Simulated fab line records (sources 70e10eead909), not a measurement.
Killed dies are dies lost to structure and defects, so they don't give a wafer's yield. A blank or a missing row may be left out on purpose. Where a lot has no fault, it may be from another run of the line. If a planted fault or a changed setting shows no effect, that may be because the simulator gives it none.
fab line records ; flow nand_harc
record lots=13; wafers=36; last_day=34
route steps=1302 shown A_CHANNEL_FILL_D1@499 A_DECK1_JOINT@530 A_ONON_D2@560 END@1302
lots that met no fault: taken from a fault-free run of the same line
start_h: hours from the record's opening day to when the first of the lot's shown wafers began ; wait_h: hours elapsed since this lot's preceding step ; " as in the row above ; L1.1+2: a row that stands for several wafers ; - no value present, or no start provided ; * or withheld: withheld ; < > ~ a bound
route shown NAME@n: names a module that has steps shown in the file, with the first one's number in the route ; usual: the fault-free wafers' mean and standard deviation ; same: alike in all rows ; chamber/n: place in a boat ; sites: readings site by site ; _std_site: how widely they spread, as a standard deviation ; _edge_site: outer sites' mean less inner sites' ; radius_mm: how far each site lies from the wafer's centre ; mask NAME#n: copy n ; behind: the most recent tool/chamber to have shaped the wafer ; hold: the reason the lot was held/the length of the hold in hours/how it ended ; device: the n, p or np transistor that did not switch ; end of line: tests run on the same wafers once the route is complete ; where a step has no rows: the recipe by itself ; killed: dies lost to structure and defects at the first sort, not the wafer's yield ; map: dies across one wafer; x = killed, . = not, _ = none there
set.NAME: the setting the step ran with; set.NAME@STEP: the setting that earlier step ran with ; model.NAME: the simulator's own value behind a step, which no gauge read
a sample of lots followed through the steps of the route, with each step as a table and each wafer as a row
services: the hour from which a tool's chamber was out of use, counted from the record's first day as start_h (under 0 if before that day), plus the number of hours and why
## steps
# step NHARC_A_CHANNEL_FILL_D1_ETCHBACK_19
# recipe target_depth_a=50; time_s=1.7; hbr_flow_sccm=150; cl2_flow_sccm=50; rf_w=400; icp_w=400; bias_w=100; chemistry=HBr/Cl2
# usual drypump_motor_current_A=5.8/0.47; oes_product_au=1.000/0.012; throttle_valve_pct=26.406/0.01
lot.wafer;tool;chamber;start_h;wait_h;drypump_motor_current_A;oes_product_au;rf_hours_counter_h;throttle_valve_pct
L529.2;rie_si-05;2;242.39;0.4;5.4;1.018;0.58;26.397
L529.4;rie_si-05;1;242.39;0.4;6.9;1.001;0.53;26.394
L529.5;rie_si-05;2;242.39;0.4;5.4;1.015;-;26.403
L530.2;rie_si-01;1;242.39;0.4;6.1;0.988;0.17;26.421
L530.1;rie_si-01;2;242.39;0.4;5.8;0.999;0.17;26.401
L530.3;rie_si-01;0;242.39;0.4;6.1;1.001;0.20;26.402
L532.2;rie_si-05;2;262.52;0.4;5.4;1.018;0.75;26.382
L532.4;rie_si-05;3;262.52;0.4;5.6;0.999;0.66;26.404
L532.5;rie_si-05;1;262.52;0.4;6.8;0.994;-;26.391
L533.1;rie_si-01;0;276.19;0.4;6.1;1.005;0.41;26.409
L533.2;rie_si-01;1;276.19;0.4;6.1;0.980;0.39;26.405
L533.5;rie_si-01;0;276.19;0.4;6.1;0.997;-;26.402
L534.4;rie_si-05;1;286.37;0.4;6.8;0.995;0.70;26.415
L534.1;rie_si-05;3;286.37;0.4;5.6;0.988;0.76;26.414
L534.5;rie_si-05;0;286.37;0.4;5.3;0.996;-;26.414
L538.3;rie_si-05;1;315.66;0.4;6.9;1.024;0;26.396
L538.6;rie_si-05;1;315.66;0.4;6.8;1.010;-;26.418
L538.5;rie_si-05;2;315.66;0.4;5.4;1.017;-;26.415
L537.4;rie_si-06;3;315.67;0.4;6.3;0.990;0.49;26.407
L537.2;rie_si-06;1;315.67;0.4;4.8;0.993;0.43;26.403
L537.6;rie_si-06;3;315.67;0.4;6.3;0.987;-;26.429
L541.4;rie_si-06;3;352.93;0.4;6.3;0.987;0.70;26.421
L541.1;rie_si-06;0;352.93;0.4;6.0;0.984;0.62;26.401
L541.2;rie_si-06;2;352.93;0.4;5.8;0.998;0.52;26.407
L540.2;rie_si-06;3;356.08;0.4;6.3;0.996;0.73;26.404
L540.3;rie_si-06;1;356.08;0.4;4.8;0.982;0.63;26.391
L540.5;rie_si-06;3;356.08;0.4;6.3;0.991;-;26.409
L543.3;rie_si-01;1;368.52;0.4;6.1;0.984;0.98;26.415
L543.6;rie_si-01;3;368.52;0.4;5.9;1.017;-;26.423
L544.5;rie_si-01;1;381.90;0.4;6.1;0.988;-;26.412
L544.6;rie_si-01;2;381.90;0.4;5.9;1.013;-;26.433
L546.3;rie_si-05;3;406.47;0.4;5.6;1.009;0.68;26.416
L546.6;rie_si-05;3;406.47;0.4;5.6;1.006;-;26.404
L550.4;rie_si-06;3;441.87;0.4;6.3;1.002;0.08;26.404
L550.3;rie_si-06;1;441.87;0.4;4.8;1.000;0.04;26.397
L550.2;rie_si-06;2;441.87;0.4;5.8;0.986;0.08;26.385
# step NHARC_A_CHANNEL_FILL_D1_INSPECT_13
# usual raw_defect_count=321/100
lot.wafer;tool;chamber;start_h;wait_h;raw_defect_count
L530.1;defect_inspect-02;-;266.17;0.0;338
L530.2;defect_inspect-02;-;266.17;0.0;281
L530.3;defect_inspect-02;-;266.17;0.0;358
L529.2;defect_inspect-02;-;266.20;0.0;222
L529.4;defect_inspect-02;-;266.20;0.0;331
L529.5;defect_inspect-02;-;266.20;0.0;209
L532.2;defect_inspect-02;-;286.39;0.0;402
L532.4;defect_inspect-02;-;286.39;0.0;267
L532.5;defect_inspect-02;-;286.39;0.0;223
L533.1;defect_inspect-02;-;300.35;0.0;223
L533.2;defect_inspect-02;-;300.35;0.0;430
L533.5;defect_inspect-02;-;300.35;0.0;312
L534.1;defect_inspect-01;-;311.38;0.0;307
L534.4;defect_inspect-01;-;311.38;0.0;462
L534.5;defect_inspect-01;-;311.38;0.0;534
L537.2;defect_inspect-01;-;339.46;0.0;262
L537.4;defect_inspect-01;-;339.46;0.0;414
L537.6;defect_inspect-01;-;339.46;0.0;300
L538.3;defect_inspect-02;-;339.46;0.0;173
L538.5;defect_inspect-02;-;339.46;0.0;155
L538.6;defect_inspect-02;-;339.46;0.0;454
L541.1;defect_inspect-02;-;376.47;0.0;188
L541.2;defect_inspect-02;-;376.47;0.0;254
L541.4;defect_inspect-02;-;376.47;0.0;251
L540.2;defect_inspect-02;-;380.10;0.0;597
L540.3;defect_inspect-02;-;380.10;0.0;331
L540.5;defect_inspect-02;-;380.10;0.0;319
L543.3;defect_inspect-01;-;393.09;0.0;447
L543.6;defect_inspect-01;-;393.09;0.0;330
L544.5;defect_inspect-01;-;405.82;0.0;352
L544.6;defect_inspect-01;-;405.82;0.0;319
L546.3;defect_inspect-01;-;427.23;0.0;198
L546.6;defect_inspect-01;-;427.23;0.0;248
L550.2;defect_inspect-02;-;467.56;0.0;396
L550.3;defect_inspect-02;-;467.56;0.0;235
L550.4;defect_inspect-02;-;467.56;0.0;177
# step NHARC_A_DECK1_JOINT_ETCHBACK_00
# recipe target_depth_a=300; time_s=17.4; hbr_flow_sccm=150; rf_w=350; icp_w=350; bias_w=60; chemistry=HBr
# usual drypump_motor_current_A=5.9/0.44; oes_product_au=0.998/0.0096; throttle_valve_pct=23.266/0.0091
lot.wafer;tool;chamber;start_h;wait_h;drypump_motor_current_A;oes_product_au;rf_hours_counter_h;throttle_valve_pct
L530.2;rie_si-02;1;276.91;0.1;5.4;1.002;1.1;23.246
L530.1;rie_si-02;2;276.91;0.1;6.2;0.989;1.0;23.249
L530.3;rie_si-02;3;276.91;0.1;5.6;0.993;1.0;23.267
L529.2;rie_si-03;0;276.91;0.1;6.5;1.001;0.1;23.269
L529.4;rie_si-03;1;276.91;0.1;6.1;1.003;0.2;23.264
L529.5;rie_si-03;0;276.91;0.1;6.5;0.994;-;23.274
L533.2;rie_si-02;0;320.11;0.1;4.9;1.005;0.1;23.266
L533.1;rie_si-02;1;320.11;0.1;5.5;0.981;0.1;23.257
L533.5;rie_si-02;3;320.11;0.1;5.6;1.013;-;23.258
L532.2;rie_si-03;1;320.13;0.1;6.1;1.003;0.6;23.281
L532.5;rie_si-03;1;320.13;0.1;6.2;1.000;-;23.275
L532.4;rie_si-03;0;320.13;0.1;6.5;0.997;-;23.258
L534.1;rie_si-04;1;322.99;0.1;5.3;0.990;0.9;23.272
L534.4;rie_si-04;1;322.99;0.1;5.3;0.994;-;23.273
L534.5;rie_si-04;1;322.99;0.1;5.3;0.998;-;23.271
L537.4;rie_si-04;0;351.74;0.1;6.4;1.015;0;23.263
L537.2;rie_si-04;2;351.74;0.1;6.5;1.011;0;23.271
L537.6;rie_si-04;1;351.74;0.1;5.3;0.997;-;23.274
L538.3;rie_si-03;3;351.76;0.1;5.8;0.998;0.8;23.260
L538.5;rie_si-03;1;351.76;0.1;6.1;1.002;-;23.264
L538.6;rie_si-03;2;351.76;0.1;5.7;1.000;-;23.263
L540.3;rie_si-04;0;391.99;0.1;6.4;1.012;0.2;23.264
L540.2;rie_si-04;3;391.99;0.1;5.6;0.985;0.3;23.270
L540.5;rie_si-04;0;391.99;0.1;6.4;1.015;-;23.257
L541.2;rie_si-03;3;391.99;0.1;5.8;0.997;1.1;23.279
L541.1;rie_si-03;1;391.99;0.1;6.1;1.012;1.1;23.265
L541.4;rie_si-03;2;391.99;0.1;5.8;1.002;1.1;23.279
L543.3;rie_si-04;0;403.82;0.1;6.4;1.012;0.3;23.263
L543.6;rie_si-04;1;403.82;0.1;5.3;1.002;-;23.278
L544.6;rie_si-03;0;416.54;0.1;6.4;0.998;-;23.251
L544.5;rie_si-03;1;416.54;0.1;6.1;1.016;-;23.263
L546.3;rie_si-02;2;438.01;0.1;6.1;0.998;1.1;23.266
L546.6;rie_si-02;2;438.01;0.1;6.2;0.999;-;23.276
L550.4;rie_si-03;1;478.29;0.1;6.2;1.013;0.4;23.273
L550.3;rie_si-03;2;478.29;0.1;5.7;0.989;0.3;23.263
L550.2;rie_si-03;3;478.29;0.1;5.8;0.992;0.3;23.261
# step NHARC_A_ONON_D2_DEP_22
# recipe target_thk_a=10000; n2_flow_sccm=2750; n2o_flow_sccm=2000; nh3_flow_sccm=500; sih4_flow_sccm=210; temp_c=400
# usual n2_flow_sccm=2751/8; sih4_flow_sccm=210.0/0.7
lot.wafer;tool;chamber;start_h;wait_h;n2_flow_sccm;sih4_flow_sccm
L529.2;pecvd_onon-01;0;309.83;0.1;2758;210.5
L529.4;pecvd_onon-01;0;309.83;0.1;2757;209.7
L529.5;pecvd_onon-01;0;309.83;0.1;2755;211.1
L530.1;pecvd_onon-04;0;309.89;0.2;2735;209.3
L530.2;pecvd_onon-04;0;309.89;0.2;2745;210.2
L530.3;pecvd_onon-04;0;309.89;0.2;2751;209.5
L534.1;pecvd_onon-01;0;353.06;0.1;2751;208.5
L534.4;pecvd_onon-01;0;353.06;0.1;2758;208.7
L534.5;pecvd_onon-01;0;353.06;0.1;2749;209.3
L533.1;pecvd_onon-02;0;353.09;0.1;2747;210.5
L533.2;pecvd_onon-02;0;353.09;0.1;2743;210.4
L533.5;pecvd_onon-02;0;353.09;0.1;2752;210.7
L532.2;pecvd_onon-04;0;353.15;0.1;2757;209.9
L532.4;pecvd_onon-04;0;353.15;0.1;2755;209.6
L532.5;pecvd_onon-04;0;353.15;0.1;2755;210.0
L538.3;pecvd_onon-02;0;388.88;0.2;2752;209.9
L538.5;pecvd_onon-02;0;388.88;0.2;2754;210.4
L538.6;pecvd_onon-02;0;388.88;0.2;2747;210.8
L537.2;pecvd_onon-04;0;388.95;0.1;2759;209.7
L537.4;pecvd_onon-04;0;388.95;0.1;2757;210.0
L537.6;pecvd_onon-04;0;388.95;0.1;2750;209.6
L541.1;pecvd_onon-01;0;423.56;0.1;2753;210.4
L541.2;pecvd_onon-01;0;423.56;0.1;2760;210.3
L541.4;pecvd_onon-01;0;423.56;0.1;2753;210.3
L540.2;pecvd_onon-04;0;423.63;0.1;2739;211.6
L540.3;pecvd_onon-04;0;423.63;0.1;2757;211.0
L540.5;pecvd_onon-04;0;423.63;0.1;2752;211.3
L543.3;pecvd_onon-04;0;444.15;0.2;2757;209.3
L543.6;pecvd_onon-04;0;444.15;0.2;2748;209.0
L544.5;pecvd_onon-04;0;453.18;0.3;2753;209.8
L544.6;pecvd_onon-04;0;453.18;0.3;2763;209.3
L546.3;pecvd_onon-04;0;473.19;0.2;2745;211.8
L546.6;pecvd_onon-04;0;473.19;0.2;2747;210.6
L550.2;pecvd_onon-02;0;515.45;0.1;2753;209.7
L550.3;pecvd_onon-02;0;515.45;0.1;2734;210.3
L550.4;pecvd_onon-02;0;515.45;0.1;2746;210.9
# step NHARC_A_ONON_D2_THK_MEAS_24
# recipe thk_meas_gauge=ellipsometry
# usual thk_nm=1001/9.3
lot.wafer;tool;chamber;start_h;wait_h;thk_nm
L529.2;film_metro-02;-;310.28;-;1012
L529.4;film_metro-02;-;310.28;-;1013
L529.5;film_metro-02;-;310.28;-;1011
L530.1;film_metro-01;-;310.40;-;982
L530.2;film_metro-01;-;310.40;-;982
L530.3;film_metro-01;-;310.40;-;981
L534.1;film_metro-02;-;353.57;-;1009
L534.4;film_metro-02;-;353.57;-;1008
L534.5;film_metro-02;-;353.57;-;1010
L532.2;film_metro-02;-;353.60;-;1005
L532.4;film_metro-02;-;353.60;-;1006
L532.5;film_metro-02;-;353.60;-;1005
L533.1;film_metro-01;-;353.60;-;1009
L533.2;film_metro-01;-;353.60;-;1010
L533.5;film_metro-01;-;353.60;-;1009
L538.3;film_metro-02;-;389.27;-;998
L538.5;film_metro-02;-;389.27;-;999
L538.6;film_metro-02;-;389.27;-;999
L537.2;film_metro-02;-;389.40;-;1006
L537.4;film_metro-02;-;389.40;-;1008
L537.6;film_metro-02;-;389.40;-;1006
L541.1;film_metro-01;-;424.07;-;993
L541.2;film_metro-01;-;424.07;-;991
L541.4;film_metro-01;-;424.07;-;992
L540.2;film_metro-01;-;424.08;-;993
L540.3;film_metro-01;-;424.08;-;993
L540.5;film_metro-01;-;424.08;-;993
L543.3;film_metro-02;-;444.54;-;1200
L543.6;film_metro-02;-;444.54;-;986
L544.5;film_metro-02;-;453.46;-;1225
L544.6;film_metro-02;-;453.46;-;1009
L546.3;film_metro-01;-;473.58;-;1206
L546.6;film_metro-01;-;473.58;-;993
L550.2;film_metro-02;-;515.92;-;989
L550.3;film_metro-02;-;515.92;-;990
L550.4;film_metro-02;-;515.92;-;988
# step NHARC_END_SORT_01
# recipe temp_c=25
# usual killed_at_array=62/22; killed_at_other=1.0/1.4; killed_at_periphery=4.2/2.8; killed_dies=67/23; killed_open=3.1/1.7; killed_short=2.1/1.5
# same gross_dies=677
lot.wafer;tool;chamber;start_h;wait_h;killed_at_array;killed_at_other;killed_at_periphery;killed_dies;killed_open;killed_short
L543.3;prober-02;0;719.24;3.1;664;2;11;677;2;4
L543.6;prober-02;0;721.60;3.9;45;1;3;49;5;2
L544.5;prober-01;0;734.81;3.7;676;0;1;677;4;2
L544.6;prober-01;0;735.61;4.0;32;0;1;33;2;1
L546.3;prober-02;0;775.51;3.1;673;1;3;677;3;2
L546.6;prober-02;0;777.87;3.9;66;8;3;77;5;5
# killed by level:class
L543.3 A_ONON_D2:area_dep=618 A_CHANNEL_HOLE_D1:chamber_film_flake=27 A_CONTACT:chamber_film_flake=8 P_CONTACT:chamber_film_flake=7 A_STAIRCASE:chamber_film_flake=3 P_GATE:chamber_film_flake=2 A_SLIT:chamber_film_flake=2 THIN_TSV:chamber_film_flake=2
L543.6 A_CHANNEL_HOLE_D1:chamber_film_flake=26 A_CONTACT:chamber_film_flake=5 A_SLIT:chamber_film_flake=3 A_BLC:geometric_particle:open=2 P_CONTACT:chamber_film_flake=2 A_ONON_D1:geometric_particle:open=1 A_CHANNEL_FILL_D1:geometric_particle:short=1 A_DECK1_JOINT:geometric_particle:open=1
L544.5 A_ONON_D2:area_dep=642 A_CHANNEL_HOLE_D1:chamber_film_flake=12 A_SLIT:chamber_film_flake=5 A_ZERO_WELL:chamber_film_flake=2 A_CHANNEL_FILL_D1:chamber_film_flake=2 A_DECK1_JOINT:chamber_film_flake=2 A_STAIRCASE:chamber_film_flake=2 A_CONTACT:chamber_film_flake=2
L544.6 A_CHANNEL_HOLE_D1:chamber_film_flake=9 A_SLIT:chamber_film_flake=7 A_STAIRCASE:chamber_film_flake=4 A_DECK1_JOINT:chamber_film_flake=2 A_WL_FILL:chamber_film_flake=2 A_CHANNEL_FILL_D1:geometric_particle:open=1 A_CHANNEL_FILL_D1:geometric_particle:short=1 A_DECK1_JOINT:geometric_particle:open=1
L546.3 A_ONON_D2:area_dep=605 A_CHANNEL_HOLE_D2:chamber_film_flake=29 A_CHANNEL_HOLE_D1:chamber_film_flake=18 A_SLIT:chamber_film_flake=5 A_STAIRCASE:chamber_film_flake=3 P_ZERO_WELL:chamber_film_flake=2 A_ZERO_WELL:chamber_film_flake=2 A_CHANNEL_FILL_D1:chamber_film_flake=2
L546.6 A_CHANNEL_HOLE_D2:chamber_film_flake=28 A_CHANNEL_HOLE_D1:chamber_film_flake=15 THIN_TSV:chamber_film_flake=8 A_ZERO_WELL:chamber_film_flake=3 A_STAIRCASE:chamber_film_flake=3 A_SLIT:chamber_film_flake=3 A_CONTACT:chamber_film_flake=3 A_SOURCE_PLATE:geometric_particle:open=1
## services
tool;chamber;start_h;hours;kind
rie_si-03;-;221.00;9.0;pm
rie_si-05;0;227.67;2.1;repair
rie_si-06;2;231.72;42.9;repair
rie_si-05;3;236.20;5.9;repair
rie_si-06;-;249.00;9.0;pm
rie_si-03;0;254.26;8.8;repair
rie_si-05;-;305.00;9.0;pm
rie_si-03;3;308.52;10.6;repair
pecvd_onon-04;-;311.39;13.0;pm
rie_si-03;2;316.02;7.8;repair
rie_si-04;2;318.98;4.1;repair
rie_si-04;3;321.14;4.5;repair
rie_si-04;-;342.00;9.0;pm
rie_si-06;3;369.65;2.0;repair
rie_si-05;3;396.78;3.8;repair
rie_si-03;-;398.00;9.0;pm
rie_si-03;2;412.43;9.6;repair
rie_si-06;-;426.00;9.0;pm
rie_si-03;0;446.95;5.5;repair
rie_si-06;3;460.57;17.2;repair
rie_si-05;-;482.00;9.0;pm
rie_si-06;0;485.56;36.9;repair
pecvd_onon-04;-;492.39;13.0;pm
rie_si-05;1;512.29;1.0;repair
## key
first_sign step=NHARC_A_ONON_D2_THK_MEAS_24; reading=thk_nm; direction=up; sigmas=23; usual=1001; struck=1210
effect step=NHARC_END_SORT_01; reading=killed_at_array; direction=up; sigmas=27; usual=62; struck=671
more_kills_born_at NHARC_A_ONON_D2_DEP_22@pecvd_onon-04=1865
met_at NHARC_A_ONON_D2_DEP_22
struck_lots L543,L544,L546
struck_wafers L543.3,L544.5,L546.3
later_rows_left_out L543.3,L544.5,L546.3
tester_left_out L543,L544,L546
not_acting_at NHARC_A_CHANNEL_FILL_D1_ETCHBACK_19,NHARC_A_CHANNEL_FILL_D1_INSPECT_13,NHARC_A_DECK1_JOINT_ETCHBACK_00
onset_between 423.63 444.15
fault kind=process_parameter_drift; tool=pecvd_onon-04; chamber=-; onset_h=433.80; steps=NHARC_A_ONON_D2_DEP_22; channel=target_thk_a; offset=*; shape=step; end_h=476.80; scope=struck_wafers_only; acts_in=*; stated=*
# tester_left_out: of these lots the tester's yield and bins aren't shown, on N5 and GAA mostly nor the transistor test; their killed dies are dies lost to structure and defects alone, not to doping, threshold or leakage, so they don't give the yield
# later_rows_left_out: the simulator's readings of these wafers behind a module that went badly wrong aren't trusted and aren't shown, but for the sort
